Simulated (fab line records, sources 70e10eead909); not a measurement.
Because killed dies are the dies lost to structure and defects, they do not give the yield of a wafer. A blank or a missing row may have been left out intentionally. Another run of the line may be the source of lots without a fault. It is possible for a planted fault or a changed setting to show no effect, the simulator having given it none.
Which of the tools did it? | flow nand_harc | 12 lots, 36 wafers sampled, at 6 steps of a route of 1302

## WHAT THE GAUGES SHOWED, per wafer
NHARC_P_M0_OVL_MEAS_10: pitch 180 nm. Usual: overlay_x_nm 0.0 nm, standard deviation 0.84; overlay_y_nm -0.2 nm, standard deviation 0.89.
lot  | measured     | on         | overlay_x_nm (nm) | overlay_y_nm (nm) | flag
L788 | day 5 06:49  | overlay-02 | -0.9 -0.7 -0.7    | -0.8 -1.1 -1.6    |
L792 | day 7 10:44  | overlay-01 | 0.4 0.7 0.8       | -0.1 -0.2 -0.6    |
L795 | day 8 06:23  | overlay-02 | 0.1 0.0 0.1       | -0.1 0.1 -0.2     |
L798 | day 9 17:10  | overlay-02 | -0.3 0.1 -0.4     | -1.4 -2.3 -1.6    |
L799 | day 9 21:16  | overlay-02 | 0.6 0.9 0.6       | -1.2 -0.6 -0.7    |
L800 | day 10 08:50 | overlay-01 | 0.8 1.4 1.5       | 0.2 0.0 0.6       |
L805 | day 12 16:52 | overlay-02 | 1.3 1.0 1.1       | -1.5 -1.6 -1.7    |
L806 | day 12 21:55 | overlay-01 | -0.7 -1.3 -1.3    | 0.8 0.7 1.0       |
L807 | day 13 12:39 | overlay-02 | -1.1 -0.4 -0.8    | 0.9 1.0 1.2       |
L808 | day 13 17:01 | overlay-02 | -1.0 -1.0 -1.2    | 0.0 -0.6 0.5      |
L809 | day 14 05:28 | overlay-02 | -0.6 0.2 -0.5     | 0.9 0.4 0.7       |
L810 | day 14 11:27 | overlay-02 | -0.3 -0.2 -0.1    | 0.2 0.0 0.2       |

NHARC_P_M1_CD_MEAS_09 targets a cd of 130 nm. Usual: cd_nm reads 130.2 nm (standard deviation 0.58).
lot  | measured     | on        | cd_nm (nm)        | flag
L788 | day 5 10:49  | cd_sem-02 | 130.9 130.0 130.0 |
L792 | day 7 14:35  | cd_sem-01 | 130.2 130.8 130.2 |
L795 | day 8 10:14  | cd_sem-01 | 130.3 130.5 130.7 |
L798 | day 9 21:27  | cd_sem-03 | 131.1 130.8 131.0 |
L799 | day 10 01:14 | cd_sem-02 | 133.7 133.1 130.9 | OFF
L800 | day 10 12:53 | cd_sem-02 | 135.9 134.7 132.2 | OFF
L805 | day 12 20:41 | cd_sem-03 | 129.3 129.9 130.2 |
L806 | day 13 02:00 | cd_sem-01 | 131.4 131.1 131.0 |
L807 | day 13 16:32 | cd_sem-01 | 129.5 130.2 129.8 |
L808 | day 13 21:16 | cd_sem-02 | 129.9 129.6 130.2 |
L809 | day 14 09:41 | cd_sem-02 | 130.2 129.3 130.1 |
L810 | day 14 15:36 | cd_sem-02 | 129.7 129.2 130.1 |

NHARC_END_SORT_01. Usual: defect_limited_yield 92.3 %, standard deviation 2.2; killed_at_array 47, standard deviation 14; killed_at_other 0.5, standard deviation 0.72; killed_at_periphery 4, standard deviation 3.1; killed_dies 52, standard deviation 15; killed_open 3.2, standard deviation 1.9; killed_short 2.4, standard deviation 1.7; sort_bin_2_pct 2.7 %, standard deviation 1.1; sort_bin_3_pct 0.6 %, standard deviation 0.34; sort_bin_4_pct 4.4 %, standard deviation 1.3; sort_n_pass 625, standard deviation 15; sort_rim_yield_pct 90 %, standard deviation 4.3; sort_yield_pct 92.3 %, standard deviation 2.2.
lot  | measured     | on        | defect_limited_yield (%) | killed_at_array | killed_at_other | killed_at_periphery | killed_dies | killed_open | killed_short | sort_bin_2_pct (%) | sort_bin_3_pct (%) | sort_bin_4_pct (%) | sort_n_pass | sort_rim_yield_pct (%) | sort_yield_pct (%) | flag
L788 | day 23 11:16 | prober-01 | 89.1 88.2 90.8           | 69 73 57        | 1 0 1           | 4 7 4               | 74 80 62    | 4 1 1       | 2 5 2        | 4.9 4.6 3.5        | 0.7 1.3 0.7        | 5.3 5.9 4.9        | 603 597 615 | 91 86 96               | 89.1 88.2 90.8     |
L795 | day 26 21:25 | prober-02 | 92.0 93.8 91.6           | 44 33 53        | 1 2 2           | 9 7 2               | 54 42 57    | 5 1 2       | 1 6 2        | 2.4 2.4 3.5        | 0.3 0.1 0.9        | 5.3 3.7 4.0        | 623 635 620 | 89 92 99               | 92.0 93.8 91.6     |
L798 | day 32 15:30 | prober-01 | 92.2 93.2 92.8           | 47 41 45        | 1 2 0           | 5 3 4               | 53 46 49    | 6 1 1       | 4 0 4        | 3.7 2.5 2.7        | 0.9 0.7 0.3        | 3.2 3.5 4.3        | 624 631 628 | 90 91 84               | 92.2 93.2 92.8     |
L799 | day 32 06:51 | prober-01 | 92.5 94.7 92.6           | 42 32 41        | 0 1 0           | 9 3 9               | 51 36 50    | 1 4 6       | 1 0 0        | 3.2 1.2 3.1        | 0.6 0.6 0.6        | 3.7 3.5 3.7        | 626 641 627 | 98 91 98               | 92.5 94.7 92.6     |
L800 | day 32 17:05 | prober-02 | 94.7 94.2 95.4           | 32 36 29        | 0 0 0           | 4 3 2               | 36 39 31    | 5 1 2       | 2 0 2        | 1.9 2.1 0.9        | 0.3 0.1 0.3        | 3.1 3.5 3.4        | 641 638 646 | 91 92 92               | 94.7 94.2 95.4     |
L805 | day 33 08:36 | prober-02 | 92.3 91.1 90.1           | 50 55 63        | 0 0 0           | 2 5 4               | 52 60 67    | 6 1 9       | 2 3 3        | 2.8 3.7 3.1        | 0.9 0.7 0.4        | 4.0 4.4 6.4        | 625 617 610 | 89 94 93               | 92.3 91.1 90.1     |
L806 | day 33 14:49 | prober-01 | 89.2 91.7 94.1           | 61 49 33        | 2 2 1           | 10 5 6              | 73 56 40    | 1 3 1       | 1 3 1        | 3.7 3.7 3.0        | 1.3 0.6 0.3        | 5.8 4.0 2.7        | 604 621 637 | 82 91 85               | 89.2 91.7 94.1     |
L807 | day 33 21:54 | prober-01 | 91.7 93.4 92.8           | 53 44 47        | 0 0 0           | 3 1 2               | 56 45 49    | 5 1 5       | 0 2 2        | 3.4 2.1 2.8        | 0.3 0.6 0.6        | 4.6 4.0 3.8        | 621 632 628 | 91 87 90               | 91.7 93.4 92.8     |
L808 | day 33 17:13 | prober-02 | 91.9 93.2 92.6           | 52 35 44        | 1 2 0           | 2 9 6               | 55 46 50    | 1 5 1       | 4 3 3        | 2.5 2.2 1.9        | 0.3 0.6 1.0        | 5.3 4.0 4.4        | 622 631 627 | 86 86 86               | 91.9 93.2 92.6     |

## TOOL THAT RAN EACH LOT (tool first, then ch and the chambers of the sampled wafers, then the start)
lot  | NHARC_P_M0_PVD_21                       | NHARC_P_M0_CMP_23             | NHARC_P_M1_EXPOSE_06
L788 | pvd_sputter-01, day 5 08:56 or earlier  | cmp-04 ch 0,1,3, day 5 08:56  | arfi_scanner-03 ch 0, day 5 10:40
L792 | pvd_sputter-01, day 7 12:52 or earlier  | cmp-02 ch 0,2, day 7 12:52    | arfi_scanner-02 ch 0, day 7 14:27
L795 | pvd_sputter-01, day 8 08:29 or earlier  | cmp-04 ch 0,1,3, day 8 08:29  | arfi_scanner-02 ch 0, day 8 10:06
L798 | pvd_sputter-03, day 9 19:25 or earlier  | cmp-02 ch 0,1,2, day 9 19:25  | arfi_scanner-03 ch 0, day 9 21:19
L799 | pvd_sputter-03, day 9 23:24 or earlier  | cmp-01 ch 0,3, day 9 23:24    | arfi_scanner-02 ch 0, day 10 01:06
L800 | pvd_sputter-01, day 10 10:58 or earlier | cmp-01 ch 0,2,3, day 10 10:58 | arfi_scanner-02 ch 0, day 10 12:44
L805 | pvd_sputter-03, day 12 18:58 or earlier | cmp-01 ch 1,3, day 12 18:58   | arfi_scanner-01 ch 0, day 12 20:33
L806 | pvd_sputter-03, day 13 00:13 or earlier | cmp-02 ch 0,1,2, day 13 00:13 | arfi_scanner-03 ch 0, day 13 01:51
L807 | pvd_sputter-02, day 13 14:48 or earlier | cmp-01 ch 1,2,3, day 13 14:48 | arfi_scanner-03 ch 0, day 13 16:23
L808 | pvd_sputter-01, day 13 19:23 or earlier | cmp-04 ch 2,3, day 13 19:23   | arfi_scanner-01 ch 0, day 13 21:07
L809 | pvd_sputter-01, day 14 07:50 or earlier | cmp-01 ch 0,1,2, day 14 07:50 | arfi_scanner-03 ch 0, day 14 09:33
L810 | pvd_sputter-01, day 14 13:46 or earlier | cmp-01 ch 0,2,3, day 14 13:46 | arfi_scanner-02 ch 0, day 14 15:28
- NHARC_P_M0_PVD_21: deposits Cu, target thk 30 nm, time 20.49 s.
- NHARC_P_M0_CMP_23: polishes, t overpolish 20 s, target thk 117.54 nm.
- NHARC_P_M1_EXPOSE_06: exposes mask P M1, target cd 130 nm.

## WHAT THE TOOLS THEMSELVES READ (means of the sampled wafers that have a number; where no wafer has one, the mark that the record gives instead)
NHARC_P_M0_PVD_21. Usual: throttle_valve_pct reads 30.2 % (standard deviation 1.3).
lot  | tool           | throttle_valve_pct (%) | flag
L788 | pvd_sputter-01 | 31.4                   |
L792 | pvd_sputter-01 | 30.7                   |
L795 | pvd_sputter-01 | 30.5                   |
L798 | pvd_sputter-03 | 29.9                   |
L799 | pvd_sputter-03 | 29.6                   |
L800 | pvd_sputter-01 | 30.4                   |
L805 | pvd_sputter-03 | 29.8                   |
L806 | pvd_sputter-03 | 29.8                   |
L807 | pvd_sputter-02 | 30.9                   |
L808 | pvd_sputter-01 | 30.4                   |
L809 | pvd_sputter-01 | 30.9                   |
L810 | pvd_sputter-01 | 30.9                   |

NHARC_P_M0_CMP_23. Usual: motor_current_A 12.0 A, standard deviation 1.2; time_to_endpoint_s 28.9 s, standard deviation 2.1.
lot  | tool   | motor_current_A (A) | time_to_endpoint_s (s) | flag
L788 | cmp-04 | 12.1                | 26.0                   |
L792 | cmp-02 | 11.2                | 28.2                   |
L795 | cmp-04 | 12.2                | 26.8                   |
L798 | cmp-02 | 11.0                | 32.0                   |
L799 | cmp-01 | 13.5                | 28.5                   |
L800 | cmp-01 | 13.3                | 29.2                   |
L805 | cmp-01 | 12.3                | 28.6                   |
L806 | cmp-02 | 11.0                | 33.3                   |
L807 | cmp-01 | 11.9                | 28.6                   |
L808 | cmp-04 | 12.1                | 29.4                   |
L809 | cmp-01 | 12.9                | 29.9                   |
L810 | cmp-01 | 13.6                | 27.4                   |

## THE ANSWER, worked out from the rows above alone
Rule: a lot counts as off when the mean over its wafers that have a number is more than 3 standard deviations away from the usual mean. Also off: a lot with no number at a reading for which 4 or more lots have one. Any other lot the step has rows for is counted as sound. The gauges are gone through in route order, then the tools' own readings, and for those a lot's mean is taken as printed above. At the first step where some lot is off, the reading lying furthest off is the one used; lots without a number count as furthest.
Off at NHARC_P_M1_CD_MEAS_09 (cd_nm): L799, L800.
A tool fits if, at a process step before that reading, it ran every lot that is off, and no sound lot after the first of them. Gauges at NHARC_P_M1_CD_MEAS_09: tried the same way as those tools. With no start given for some of its lots, NHARC_P_M0_PVD_21 uses the hours and lot order of NHARC_P_M0_CMP_23. Not one of the candidates tried fits.

## WHAT THE SIMULATOR HAD INSERTED
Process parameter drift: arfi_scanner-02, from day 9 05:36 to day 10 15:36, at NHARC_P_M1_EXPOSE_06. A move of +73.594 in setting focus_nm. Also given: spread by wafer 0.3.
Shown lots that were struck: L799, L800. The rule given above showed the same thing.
